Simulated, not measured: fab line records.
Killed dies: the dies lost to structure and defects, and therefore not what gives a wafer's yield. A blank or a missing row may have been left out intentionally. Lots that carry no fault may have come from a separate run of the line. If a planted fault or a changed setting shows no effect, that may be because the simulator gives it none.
Struck lot and sound lot, side by side	flow nand-harc	14 steps out of a route of 1302
Sound: wafers L121.1, L121.5, L121.6. Struck: wafers L122.5, L122.6 (left out: L122.4, a lot-mate that was not struck); the cause follows at the end.
Per side, at each step with rows, come the tool, then ch with its chambers, and then its first start. Under that, the readings that differ: sound wafers	struck wafers	difference of the means	sigmas: that difference in standard deviations of wafers without a fault.
alike: words and numbers the same on both sides, and readings whose means are apart by under 2 such deviations; not compared: readings that were withheld, readings missing a value for some wafer, numbers with overlapping values and no deviation given by the record, and bounds like >300 which may hide the same value.
The two part at a step that has a row with sigmas, a row that says differs or no value, or rows on one side only. Numbers that don't overlap but have no deviation are shown without sigmas and don't part them. Lack of a reading on every wafer of one side parts them only where that side has two or more wafers.

NHARC_A_CHANNEL_FILL_D2_ALD_16: deposits SiO2, target thk 1.5 nm, pulse time 10 s, ald cycles 15.
  sound on ald-hk-02 ch 1,2, day 14 23:05; struck on ald-hk-02 ch 0,1, day 15 06:55
  alike: heater-power-w, precursor-pulse-height-rel
  not compared: since-wet-clean-h
then, 2 steps without rows for these wafers: NHARC_A_CHANNEL_FILL_D2_ANNEAL_17 (time 1800 s); NHARC_A_CHANNEL_FILL_D2_CVD_18 (deposits poly-Si, target thk 3 nm).
NHARC_A_CHANNEL_FILL_D2_ETCHBACK_19: etches the open film in HBr/Cl2, target depth 5 nm, time 1.7 s.
  sound on rie-si-02 ch 1,2, day 15 12:07; struck on rie-si-06 ch 0,1, day 15 19:21
  alike: bias-w, drypump-motor-current-A, he-backside-leak-sccm, oes-product-au, throttle-valve-pct
  not compared: rf-hours-counter-h
NHARC_A_CHANNEL_FILL_D2_ETCHBACK_20: etches the open film in C4F8/O2/Ar, target depth 27 nm, time 13.5 s.
  sound on rie-diel-12 ch 0,1, day 15 12:16; struck on rie-diel-11 ch 2,3, day 15 19:28
reading	sound	struck	difference	sigmas
bias-w (W)	1490 1494 1485	1497 1503	+10	+2
  alike: oes-product-au, rf-vpp-V, run-length-s
  not compared: rf-hours-counter-h
NHARC_A_CHANNEL_FILL_D2_STRIP_28: strips in O2, time 20 s.
  sound on rie-diel-12 ch 0,1,2, day 15 12:21; struck on rie-diel-11 ch 0,1, day 15 19:32
  alike: drypump-motor-current-A, oes-product-au, rf-vpp-V, showerhead-plenum-p-Torr, throttle-valve-pct
  not compared: rf-hours-counter-h
then, 4 steps without rows for these wafers: NHARC_A_CHANNEL_FILL_D2_PRECLEAN_21 (cleans in dHF, time 30 s); NHARC_A_CHANNEL_FILL_D2_SRD_23; NHARC_A_CHANNEL_FILL_D2_CVD_05 (deposits poly-Si, target thk 5 nm); NHARC_A_CHANNEL_FILL_D2_ANNEAL_22 (time 7200 s).
NHARC_A_CHANNEL_FILL_D2_ALD_25: deposits SiOx, target thk 60 nm, pulse time 10 s, ald cycles 600.
  sound on ald-hk-02 ch 0,1,2, day 16 03:38; struck on ald-hk-02 ch 0,1, day 16 09:55
  alike: heater-power-w, precursor-pulse-height-rel
  not compared: since-wet-clean-h
NHARC_A_CHANNEL_FILL_D2_ETCHBACK_08: etches the open film in C4F8, target depth 220 nm, time 110 s.
  sound on rie-diel-12 ch 0,2, day 16 07:23; struck on rie-diel-12 ch 0,1, day 16 13:00
reading	sound	struck	difference	sigmas
run-length-s (s)	131.0 131.3 132.1	221.9 222.6	+90.8	+99 or more
  alike: oes-product-au, rf-vpp-V
  not compared: rf-hours-counter-h
then, 1 step without rows for these wafers: NHARC_A_CHANNEL_FILL_D2_STRIP_29 (strips in O2, time 20 s).
-- the record jumps here: 10 days lie between the struck wafers' starts before and after (it left off in module A_CHANNEL_FILL_D2 and takes up again in module END, whose first step shown is number 1302 of the route) --
NHARC_END_SORT_01:
  here the record holds rows for the struck wafers (prober-02 ch 0, day 26 09:49) but none for the sound ones

WHERE THEY PART
Last at NHARC_END_SORT_01 as far as this record goes, first at NHARC_A_CHANNEL_FILL_D2_ETCHBACK_20.

WHY: whatever the simulator had introduced
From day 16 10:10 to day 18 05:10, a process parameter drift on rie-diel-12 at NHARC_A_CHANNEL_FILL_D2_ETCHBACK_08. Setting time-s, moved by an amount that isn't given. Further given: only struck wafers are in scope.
